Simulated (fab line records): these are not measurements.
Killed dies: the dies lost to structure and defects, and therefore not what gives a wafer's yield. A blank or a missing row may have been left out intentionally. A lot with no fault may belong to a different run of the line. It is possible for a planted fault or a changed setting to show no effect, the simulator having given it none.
fab line records    flow nand-harc
record lots=12  wafers=36  last-day=25
route steps=1159 shown A_M0@1020 A_M1@1042 END@1159
lots untouched by any fault: they come from a run of this same line in which no faults occurred
start-h: the number of hours between the record's first day and the start of the first shown wafer of the lot    wait-h: hours since the lot's step before    " as in the row above    L1.1+2: a single row standing in for several wafers    - no value, or no start given    * or withheld: withheld    < > ~ a bound
route shown NAME@n: names a module that has steps shown in the file, with the first one's number in the route    usual: mean/standard deviation taken from wafers without a fault    same: alike in all rows    chamber/n: place in a boat    sites: per-site readings    _std_site: standard deviation across them    _edge_site: outer sites' mean less inner sites'    radius-mm: how far each site lies from the wafer's centre    mask NAME#n: copy n    behind: tool/chamber where the wafer was last shaped    hold: reason for holding the lot/hours on hold/outcome of the hold    device: which transistor (n, p or np) failed to switch    end of line: the route-end tests of the same wafers    where a step has no rows: the recipe by itself    killed: dies lost to structure and defects at the first sort, not the wafer's yield    map: the dies of a wafer, with x for killed, . for not killed, _ for no die there
set.NAME: the run value of the setting; set.NAME@STEP: its run value at that earlier step    model.NAME: the simulator's own value behind a step, which no gauge read
route steps across a sampled set of lots; one table per step, one row per wafer
services: from which hour (start-h, from the record's first day; less than 0 if before it) a tool's chamber was out of use, for how many hours, and why
## steps
# step NHARC_A_M0_THK_MEAS_24
# recipe thk-meas-gauge=xrf
# usual thk-nm=113.9/1.4
lot.wafer  tool           chamber  start-h  wait-h  thk-nm
L154.1     film-metro-02  -        411.45   -       112.8
L154.4     "              -        "        "       113.2
L154.5     "              -        "        "       113.6
L161.1     film-metro-01  -        447.29   -       112.4
L161.2     "              -        "        "       111.9
L161.4     "              -        "        "       113.9
L164.1     film-metro-02  -        460.39   -       111.8
L164.2     "              -        "        "       113.1
L164.4     "              -        "        "       113.9
L167.2     film-metro-01  -        468.26   -       114.2
L167.4     "              -        "        "       114.5
L167.5     "              -        "        "       114.7
L165.1     film-metro-02  -        477.78   -       115.1
L165.2     "              -        "        "       114.3
L165.4     "              -        "        "       114.8
L169.1     film-metro-01  -        492.51   -       113.3
L169.3     "              -        "        "       115.4
L169.6     "              -        "        "       115.3
L171.3     film-metro-02  -        499.15   -       115.4
L171.4     "              -        "        "       113.7
L171.6     "              -        "        "       116.5
L170.2     film-metro-01  -        507.12   -       114.3
L170.3     "              -        "        "       114.5
L170.4     "              -        "        "       115.0
L173.2     film-metro-01  -        507.65   -       113.5
L173.3     "              -        "        "       113.6
L173.4     "              -        "        "       113.4
L172.1     film-metro-01  -        508.26   -       113.9
L172.3     "              -        "        "       113.3
L172.6     "              -        "        "       115.5
L176.1     film-metro-01  -        533.21   -       112.4
L176.4     "              -        "        "       114.9
L176.6     "              -        "        "       114.9
L175.1     film-metro-01  -        544.33   -       112.6
L175.3     "              -        "        "       113.3
L175.5     "              -        "        "       114.9
# step NHARC_A_M1_CD_MEAS_16
# usual cd-nm=119.8/0.9
lot.wafer  tool       chamber  start-h  wait-h  cd-nm
L154.1     cd-sem-03  -        413.77   -       119.8
L154.4     "          -        "        "       119.3
L154.5     "          -        "        "       119.0
L161.1     cd-sem-01  -        449.41   -       121.2
L161.2     "          -        "        "       121.0
L161.4     "          -        "        "       119.0
L164.1     cd-sem-03  -        462.36   -       119.4
L164.2     "          -        "        "       118.1
L164.4     "          -        "        "       119.7
L167.2     cd-sem-01  -        470.21   -       122.4
L167.4     "          -        "        "       120.9
L167.5     "          -        "        "       119.1
L165.1     cd-sem-03  -        479.86   -       120.1
L165.2     "          -        "        "       119.5
L165.4     "          -        "        "       121.3
L169.1     cd-sem-01  -        494.57   -       120.3
L169.3     "          -        "        "       118.7
L169.6     "          -        "        "       120.2
L171.3     cd-sem-03  -        501.22   -       119.0
L171.4     "          -        "        "       120.1
L171.6     "          -        "        "       119.7
L170.2     cd-sem-02  -        509.24   -       119.5
L170.3     "          -        "        "       120.5
L170.4     "          -        "        "       119.5
L173.2     cd-sem-01  -        509.84   -       118.0
L173.3     "          -        "        "       118.5
L173.4     "          -        "        "       118.7
L172.1     cd-sem-03  -        510.20   -       119.7
L172.3     "          -        "        "       121.5
L172.6     "          -        "        "       120.5
L176.1     cd-sem-02  -        536.65   -       120.0
L176.4     "          -        "        "       120.2
L176.6     "          -        "        "       118.0
L175.1     cd-sem-02  -        546.22   -       122.7
L175.3     "          -        "        "       121.4
L175.5     "          -        "        "       121.1
# step NHARC_A_M1_ETCH_28
# recipe target-depth-a=300  over-etch-frac=0.3  time-s=72.99  ion-energy-ev=150  cf4-flow-sccm=50  n2-flow-sccm=100  ar-flow-sccm=150  rf-w=300  bias-w=100  chemistry=CF4/N2
# usual drypump-motor-current-A=5.9/0.49  oes-product-au=0.996/0.0095  rf-vpp-V=314.2/2  run-length-s=94.3/0.49  showerhead-plenum-p-Torr=2.63/0.11  throttle-valve-pct=19.795/0.0084
lot.wafer  tool         chamber  start-h  wait-h  drypump-motor-current-A  oes-product-au  rf-hours-counter-h  rf-vpp-V  run-length-s  showerhead-plenum-p-Torr  throttle-valve-pct
L154.1     rie-diel-03  0        414.09   -       5.2                      0.992           1                   312.7     94.0          2.62                      19.795
L154.4     "            1        "        "       5.9                      0.992           1                   316.7     94.0          2.75                      19.806
L154.5     "            1        "        "       5.9                      0.997           -                   315.9     93.8          2.75                      19.793
L161.4     rie-diel-03  2        449.74   -       5.4                      0.991           3                   309.8     94.0          2.44                      19.800
L161.1     "            3        "        "       4.8                      0.999           4                   313.1     94.3          2.54                      19.795
L161.2     "            0        "        "       5.2                      0.987           4                   313.5     75.1          2.62                      19.792
L164.4     rie-diel-03  3        462.67   -       4.8                      0.988           5                   313.1     94.6          2.54                      19.793
L164.1     "            0        "        "       5.2                      0.985           5                   315.2     74.7          2.62                      19.788
L164.2     "            1        "        "       5.8                      0.990           4                   315.8     94.1          2.75                      19.800
L167.2     rie-diel-08  3        470.52   -       6.3                      1.016           12                  316.2     94.4          2.77                      19.813
L167.4     "            0        "        "       6.1                      0.992           11                  314.4     94.0          2.71                      19.814
L167.5     "            3        "        "       6.3                      1.009           -                   316.5     94.6          2.77                      19.800
L165.2     rie-diel-11  1        480.17   -       6.0                      1.008           2                   313.4     94.9          2.57                      19.804
L165.4     "            2        "        "       5.9                      0.996           3                   310.4     93.6          2.52                      19.794
L165.1     "            0        "        "       6.6                      1.007           3                   315.9     94.5          2.74                      19.794
L169.3     rie-diel-11  3        494.90   -       6.2                      1.009           3                   313.1     94.4          2.52                      19.792
L169.1     "            0        "        "       6.6                      0.998           3                   315.9     94.4          2.74                      19.809
L169.6     "            2        "        "       5.9                      0.992           -                   312.1     93.7          2.52                      19.784
L171.4     rie-diel-11  1        501.54   -       6.0                      1.007           3                   314.0     95.3          2.57                      19.810
L171.3     "            0        "        "       6.6                      0.991           3                   316.3     94.3          2.74                      19.790
L171.6     "            2        "        "       5.9                      1.003           -                   311.6     93.9          2.52                      19.792
L170.4     rie-diel-11  1        509.55   -       6.0                      1.010           3                   314.0     95.2          2.57                      19.790
L170.2     "            3        "        "       6.3                      1.008           4                   312.2     94.3          2.52                      19.803
L170.3     "            0        "        "       6.6                      0.997           3                   314.0     94.1          2.74                      19.785
L173.2     rie-diel-08  3        510.23   -       6.3                      0.983           1                   315.1     94.7          2.77                      19.793
L173.3     "            0        "        "       6.1                      0.999           1                   314.2     93.8          2.71                      19.785
L173.4     "            1        "        "       6.2                      0.991           -                   315.6     94.6          2.78                      19.784
L172.3     rie-diel-11  3        510.52   -       6.3                      0.997           4                   314.6     94.6          2.52                      19.776
L172.1     "            0        "        "       6.6                      1.000           4                   315.3     94.5          2.74                      19.789
L172.6     "            2        "        "       5.9                      0.999           -                   314.3     94.2          2.52                      19.799
L176.1     rie-diel-03  1        536.96   -       5.9                      0.985           11                  317.9     94.1          2.75                      19.789
L176.4     "            2        "        "       5.4                      0.992           11                  309.5     93.8          2.44                      19.793
L176.6     "            2        "        "       5.4                      0.992           -                   310.8     93.7          2.44                      19.804
L175.1     rie-diel-08  2        546.55   -       6.3                      0.989           1                   315.2     93.8          2.64                      19.784
L175.3     "            3        "        "       6.3                      1.006           3                   315.7     94.4          2.77                      19.792
L175.5     "            1        "        "       6.3                      0.995           -                   318.1     94.4          2.78                      19.785
# step NHARC_A_M1_DEP_33
# recipe target-thk-a=300  temp-c=370  target-thk-nm=30  pressure-torr=3  flow-sccm=200  rf-w=450  material=SiCN
# usual heater-power-w=531/59
lot.wafer  tool      chamber  start-h  wait-h  heater-power-w
L154.1     pecvd-01  1        416.39   0.1     621
L154.4     "         1        "        "       611
L154.5     "         0        "        "       521
L161.2     pecvd-03  1        452.24   0.1     523
L161.1     "         2        "        "       460
L161.4     "         2        "        "       462
L164.1     pecvd-02  0        464.83   0.1     525
L164.2     "         1        "        "       535
L164.4     "         2        "        "       428
L167.2     pecvd-02  2        472.78   0.1     445
L167.5     "         0        "        "       521
L167.4     "         1        "        "       449
L165.2     pecvd-01  1        482.30   0.1     604
L165.1     "         2        "        "       555
L165.4     "         0        "        "       580
L169.1     pecvd-01  2        497.08   0.1     528
L169.3     "         0        "        "       574
L169.6     "         1        "        "       638
L171.3     pecvd-02  0        503.67   0.1     514
L171.6     "         2        "        "       394
L171.4     "         1        "        "       549
L170.2     pecvd-03  2        511.74   0.1     376
L170.3     "         0        "        "       526
L170.4     "         1        "        "       501
L173.3     pecvd-02  2        512.38   0.1     451
L173.2     "         0        "        "       506
L173.4     "         2        "        "       440
L172.3     pecvd-03  2        512.66   0.1     479
L172.1     "         0        "        "       556
L172.6     "         2        "        "       377
L176.1     pecvd-01  1        539.22   0.1     594
L176.4     "         1        "        "       598
L176.6     "         0        "        "       636
L175.1     pecvd-02  0        548.72   0.1     488
L175.3     "         1        "        "       549
L175.5     "         1        "        "       563
# step NHARC_END_SORT_01
# recipe temp-c=25
# usual defect-limited-yield=95.4/1.8  killed-at-array=27/11  killed-at-other=0.7/1.1  killed-at-periphery=3.4/2.1  killed-dies=31/12  killed-open=3.6/2  killed-short=2.0/1.3  sort_bin_2_pct=1.5/0.71  sort_bin_3_pct=0.25/0.22  sort_bin_4_pct=2.9/1.2  sort-n-pass=646/12  sort-rim-yield-pct=95.0/2.5  sort-yield-pct=95.4/1.8
# same gross-dies=677  sort_bin_5_pct[%]=0  sort_bin_6_pct[%]=0  sort_bin_7_pct[%]=0  sort_bin_8_pct[%]=0  sort-rim-n-gross=106.00
lot.wafer  tool       chamber  start-h  wait-h  defect-limited-yield[%]  killed-at-array  killed-at-other  killed-at-periphery  killed-dies  killed-open  killed-short  sort_bin_2_pct[%]  sort_bin_3_pct[%]  sort_bin_4_pct[%]  sort-n-pass  sort-rim-yield-pct[%]  sort-yield-pct[%]
L161.2     prober-01  0        486.76   2.8     95.9                     25               0                3                    28           2            3             1.0                0.30               2.8                649          91.5                   95.9
# killed by level:class
L161.2 A_SLIT:chamber-film-flake=7 A_CHANNEL_FILL_D1:chamber-film-flake=5 A_STAIRCASE:chamber-film-flake=4 A_CONTACT:chamber-film-flake=3 P_STI:geometric-particle:short=1 P_M0:geometric-particle:open=1 A_ONON_D1:geometric-particle:short=1 A_SGD_CUT:geometric-particle:open=1
## services
tool         chamber  start-h  hours  kind
rie-diel-03  -        392.70   9.0    pm
rie-diel-11  0        400.00   -      clean
rie-diel-11  1        400.00   -      clean
pecvd-01     0        405.87   5.1    repair
rie-diel-11  1        406.67   7.5    repair
pecvd-03     1        411.13   9.1    repair
rie-diel-08  1        411.36   9.2    repair
pecvd-01     -        418.22   13.0   pm
rie-diel-08  0        418.44   11.9   repair
pecvd-02     -        430.98   1.4    repair
rie-diel-03  -        433.20   1.1    repair
pecvd-01     2        440.47   18.8   repair
pecvd-03     -        443.71   2.3    repair
pecvd-03     -        446.07   0.3    repair
rie-diel-03  3        455.16   4.6    repair
rie-diel-03  2        472.52   9.0    repair
pecvd-03     -        473.33   13.0   pm
rie-diel-08  -        478.80   9.0    pm
rie-diel-08  -        494.88   1.0    repair
pecvd-01     -        501.67   0.3    repair
rie-diel-08  2        503.65   23.0   repair
pecvd-02     -        515.19   13.0   pm
pecvd-01     2        524.89   2.4    repair
rie-diel-11  -        543.53   9.0    pm
## key
first-sign step=NHARC_A_M1_ETCH_28  reading=run-length-s  direction=down  sigmas=39  usual=*  struck=*
effect none on later readings
met-at NHARC_A_M1_ETCH_28
struck-lots L161,L164
struck-wafers L161.2,L164.1
not-acting-at NHARC_A_M0_THK_MEAS_24,NHARC_A_M1_CD_MEAS_16,NHARC_A_M1_DEP_33
onset-between 414.09 449.74
fault kind=process-parameter-drift  tool=rie-diel-03  chamber=0  onset-h=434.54  steps=NHARC_A_M1_ETCH_28  channel=time-s  offset=*  shape=step  end-h=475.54  acts-in=*  stated=*
